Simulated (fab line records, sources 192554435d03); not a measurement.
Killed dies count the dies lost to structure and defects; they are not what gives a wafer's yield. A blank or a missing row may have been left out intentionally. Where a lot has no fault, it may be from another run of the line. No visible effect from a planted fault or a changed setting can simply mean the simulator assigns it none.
Matching of chambers ; flow n5Finfet ; N5_BEOL_M2_ALD_84 on aldMetal-04: 4 sister chambers
The step deposits TaN, pulse time 2 s, purge time 3 s, co reactant purge time 2 s. 22 wafers are shown with their chamber, then 11 later ones without.

WAFERS WITH THEIR CHAMBER
wafer;chamber;heaterPowerW (W)
L074.1;3;354
L074.3;1;449
L074.5;1;442
L076.3;2;346
L076.4;0;437
L076.6;1;446
L078.1;1;457
L078.3;0;442
L078.5;1;452
L079.1;0;440
L079.2;2;347
L079.6;0;451
L082.2;0;453
L082.3;3;355
L082.4;0;444
L083.1;1;448
L083.2;0;444
L083.4;2;346
L095.2;3;357
L095.5;2;338
L095.6;1;447
L094.3;1;443

SIGNATURES (means of the wafers above)
reading;chamber 0;chamber 1;chamber 2;chamber 3;scatter within a chamber
heaterPowerW;444.43;448.00;344.25;355.33;4.83
Rule: a wafer's distance from a chamber is the root of the sum, over the readings, of the square of ((its reading less the chamber's mean) divided by the reading's scatter). If the next closest chamber is less than 2 further off than the closest, the wafer can't be placed; otherwise it belongs to the closest. The scatter: take each reading less its chamber's mean, square it, sum over the shown wafers, divide by the number of wafers less the number of chambers, and take the root.

WAFERS MISSING THEIR CHAMBER
wafer;heaterPowerW (W)
L094.4;352
L094.5;358
L090.1;449
L090.3;344
L090.6;365
L092.2;459
L092.4;354
L092.6;344
L097.1;438
L097.3;346
L097.6;443

WHICH CHAMBER EACH ONE RAN IN
wafer;from the rows above;in truth
L094.4;can't be placed: 3 or 2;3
L094.5;3;3
L090.1;can't be placed: 1 or 0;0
L090.3;2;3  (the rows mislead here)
L090.6;3;3
L092.2;can't be placed: 1 or 0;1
L092.4;can't be placed: 3 or 2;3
L092.6;2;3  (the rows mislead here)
L097.1;can't be placed: 0 or 1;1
L097.3;can't be placed: 2 or 3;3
L097.6;can't be placed: 0 or 1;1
Placed correctly: 2 of 11. These rows do not allow placing 7 (true chamber among the candidates in 7). Number placed wrongly: 2.
